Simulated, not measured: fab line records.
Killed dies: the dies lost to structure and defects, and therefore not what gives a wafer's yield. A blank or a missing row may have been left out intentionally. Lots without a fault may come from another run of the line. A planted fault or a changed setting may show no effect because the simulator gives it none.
Code-filled problem report in 8D (eight disciplines) form + flow n5-finfet + the parts of the form that need people (team, actions taken, sign-off) are left out

== 1. THE ISSUE ==
At N5_BEOL_M12_OCD_MEAS_35, trench-depth-nm averages 556 nm over 3 wafers from 2 lots, while fault-free wafers read 318 nm, standard deviation 4.1. Relative to the usual mean, that is a shift of +58 standard deviations.
Earliest sighting: wafer L601.5 on ocd-01 at day 16 00:41. Wafers with a number at this step in the record: 21, from 7 lots. Rule for "out", or "out of limits": more than 4 standard deviations from the usual mean. The other wafers with a number count as sound.

== 2. WHAT IT IS; WHAT IT IS NOT ==
| question                    | is                     | is not                                                                                |
|-----------------------------|------------------------|---------------------------------------------------------------------------------------|
| which readings at this step | trench-depth-nm        | -                                                                                     |
| which lots                  | L599, L601             | L589, L592, L605, L607, L609                                                          |
| which wafers of those lots  | L599.1, L599.6, L601.5 | L599.4, L601.2, L601.3                                                                |
| read on which gauges        | ocd-01                 | ocd-02                                                                                |
| when                        | from day 16 00:41      | up to then (8 sound wafers); but 10 sound wafers of L599, L605, L607, L609 came after |

== 3. THE SUSPECTS, EACH WITH WHAT RULES IT OUT ==
Counting: any tool at a process step up to the reading remains a suspect provided it ran every lot that is out. Sound lots after the first of them don't rule it out here, since some wafers of a struck lot are sound.
- the gauge at N5_BEOL_M12_OCD_MEAS_35: ruled out. All the wafers that are out were read on ocd-01, but those of them that N5_BEOL_M12_THK_MEAS_50 has rows for are out there too, on other tools.
- rie-diel-04 at N5_BEOL_M12_ETCH_59 (etches BARC in N2/H2, target depth 89 nm, overetch 26.7 nm, time 67.9 s): kept. It ran every lot that is out, first L601 (day 15 23:17).
- rie-diel-01 at N5_BEOL_M12_ETCH_68 (etches SOC in N2/H2, time 285 s): kept. It ran every lot that is out, first L601 (day 16 00:21); its last sound lot up to then is L592 (day 13 01:59).
- rie-diel-01 at N5_BEOL_M12_TRENCH_ETCH_34 (etches SiOC in C4F8/O2/Ar, target depth 318.95 nm, time 125.5 s): kept. It ran every lot that is out, first L601 (day 16 00:32); its last sound lot up to then is L592 (day 13 02:10).
- Within rie-diel-04 at N5_BEOL_M12_ETCH_59: the wafers that are out ran in chambers 0, 2; their sound lot-mates ran in chambers 1, 3.
- In rie-diel-01 at N5_BEOL_M12_ETCH_68, the wafers that are out were processed in chamber 0 and their sound lot-mates in chambers 2, 3.
- In rie-diel-01 at N5_BEOL_M12_TRENCH_ETCH_34, the wafers that are out were processed in chamber 0 and their sound lot-mates in chambers 2, 3.
The count leaves rie-diel-04 at N5_BEOL_M12_ETCH_59, rie-diel-01 at N5_BEOL_M12_ETCH_68, and rie-diel-01 at N5_BEOL_M12_TRENCH_ETCH_34.

== 4. THE CAUSE (what the simulator had put in) ==
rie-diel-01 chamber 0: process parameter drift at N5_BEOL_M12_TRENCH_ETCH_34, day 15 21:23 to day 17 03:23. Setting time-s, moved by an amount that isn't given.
Of the 3 suspects that counting leaves, this tool is one.

== 5. THE CHAIN OF EFFECTS, in route order ==
Rows list readings where the struck wafers' mean (over those with a number) sits beyond 3 standard deviations from the usual. Readings are gone through only where the record gives a usual standard deviation; hours: the median, over the lots, of the time from a lot's start at the first step in this table giving one to that lot's start at this step; sigmas: the change measured in usual standard deviations.
| hours | step                    | reading           | usual         | on struck wafers | change  | sigmas |
|-------|-------------------------|-------------------|---------------|------------------|---------|--------|
| 0     | N5_BEOL_M12_OCD_MEAS_35 | trench-depth-nm   | 318 nm        | 556              | +238    | +58    |
| 5     | N5_BEOL_M12_THK_MEAS_50 | M12_THK           | 315 nm        | 553              | +238    | +50    |
| 5     | N5_BEOL_M12_RS_MEAS_54  | M12_RS            | 0.0601 ohm/sq | 0.0337           | -0.0264 | -30    |
| 29    | N5_BEOL_M15_RC_MEAS_101 | SERP_M12          | 0.640 ohm/um  | 0.358            | -0.282  | -18    |
| 29    | N5_BEOL_M15_RC_MEAS_101 | SERP_M12_max_site | 0.654 ohm/um  | 0.367            | -0.287  | -17    |

== 6. WHAT WOULD HAVE CAUGHT IT SOONER ==
Counted from the fault's start at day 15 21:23, it took 3 hours until the first out-of-limits reading at a measuring or inspecting step in this record, taken at day 16 00:41.
No tool reading at N5_BEOL_M12_TRENCH_ETCH_34 that has a usual standard deviation in the record was out on any struck wafer, so an alarm limit of 4 standard deviations on those readings would not have fired.
Of the lots that are out (2), L599 began N5_BEOL_M12_TRENCH_ETCH_34 on rie-diel-01 after day 16 00:41. It would have been spared by a hold on the tool at that moment.
